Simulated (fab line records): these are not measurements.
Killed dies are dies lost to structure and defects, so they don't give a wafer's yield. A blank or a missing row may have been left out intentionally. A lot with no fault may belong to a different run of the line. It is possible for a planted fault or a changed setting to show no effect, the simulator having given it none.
Problem report in the 8D (eight disciplines) form, filled by code    flow nandHarc    the parts of the form that need people (team, actions taken, sign-off) are left out

== 1. WHAT WENT WRONG ==
killedAtArray at NHARC_END_SORT_01 reads a mean of 605 on 6 wafers of 2 lots; wafers without a fault read 55 with a standard deviation of 23. Relative to the usual mean, that is a shift of +24 standard deviations.
Seen first at day 29 02:59 on prober-02, wafer L136.3. Wafers with a number at this step in the record: 6, from 2 lots. Rule for "out" (also "out of limits"): further than 4 standard deviations from the usual mean. The other wafers with a number count as sound.

== 2. WHAT IT IS, WHAT IT ISN'T ==
question                     is                         is not
which readings at this step  killedAtArray, killedDies  killedAtOther, killedAtPeriphery, killedOpen, killedShort
which lots                   L136, L139                 -
which wafers of those lots   all that have a number     -
read on which gauges         prober-02                  -
when                         from day 29 02:59          up to then (0 sound wafers)

== 3. SUSPECTS, AND WHAT RULES EACH OUT ==
Counting: any tool at a process step up to the reading is kept as a suspect provided that every lot that is out went through it and no sound lot did after the first of them.
- the gauge at NHARC_END_SORT_01 has been ruled out. All the wafers that are out were read on prober-02, but those of them that NHARC_A_SGD_CUT_ETCH_16 has rows for are out there too, on other tools.
- rieDiel-12 at NHARC_A_SGD_CUT_DESCUM_14 (chemistry O2, time 3 s): kept. It ran every lot that is out, first L136 (day 23 20:34), and no sound lot after that.
- rieDiel-12 at NHARC_A_SGD_CUT_ETCH_59 (etches the open film in N2/H2, target depth 260 nm, time 406.25 s): kept. It ran every lot that is out, first L136 (day 23 21:10), and no sound lot after that. NHARC_A_SGD_CUT_ETCH_59: start missing for some lots; hours and lot order therefore follow NHARC_A_SGD_CUT_ETCH_16.
- rieDiel-12 at NHARC_A_SGD_CUT_ETCH_16 (etches the open film in C4F8/O2/Ar, target depth 310.5 nm, time 155.2 s): kept. It ran every lot that is out, first L136 (day 23 21:10), and no sound lot after that. On those wafers its own readings are out: runLengthS.
The count leaves rieDiel-12 at NHARC_A_SGD_CUT_DESCUM_14, rieDiel-12 at NHARC_A_SGD_CUT_ETCH_59, and rieDiel-12 at NHARC_A_SGD_CUT_ETCH_16.

== 4. THE CAUSE (what the simulator had put in) ==
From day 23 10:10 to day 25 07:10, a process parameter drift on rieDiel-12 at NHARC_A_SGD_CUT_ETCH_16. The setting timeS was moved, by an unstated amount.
Counting left 3 suspects, and this tool is among them.

== 5. THE EFFECT CHAIN, in route order ==
Each row: a reading where the mean over the struck wafers with a number is more than 3 standard deviations away from the usual. Only readings for which the record gives a usual standard deviation are gone through. hours: the time from each lot's start at the first step in this table that gives one to its start at this step, as a median over the lots. sigmas: the change in usual standard deviations.
hours  step                     reading        usual    on struck wafers  change  sigmas
0      NHARC_A_SGD_CUT_ETCH_16  runLengthS     176.5 s  161.5             -15.0   -30
125    NHARC_END_SORT_01        killedAtArray  55       605               +550    +24
125    NHARC_END_SORT_01        killedDies     59       610               +550    +24
Here are the process steps it includes:
- NHARC_A_SGD_CUT_ETCH_16: etches the open film in C4F8/O2/Ar, target depth 310.5 nm, time 155.2 s.
Readings that are blank on the struck wafers while sound wafers have them: biasW at NHARC_A_SGD_CUT_ETCH_16.

== 6. WHAT WOULD HAVE CAUGHT IT SOONER ==
The first out-of-limits reading at a measuring or inspecting step in this record came at day 29 02:59, 137 hours after the fault's start at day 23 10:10.
Tool's own readings at NHARC_A_SGD_CUT_ETCH_16, runLengthS: out on all struck wafers the step has rows for; an alarm limit on them would have tripped on the first.
All the lots that are out (2) had begun NHARC_A_SGD_CUT_ETCH_16 on rieDiel-12 by day 29 02:59. None of them would have been spared by holding the tool at that moment.
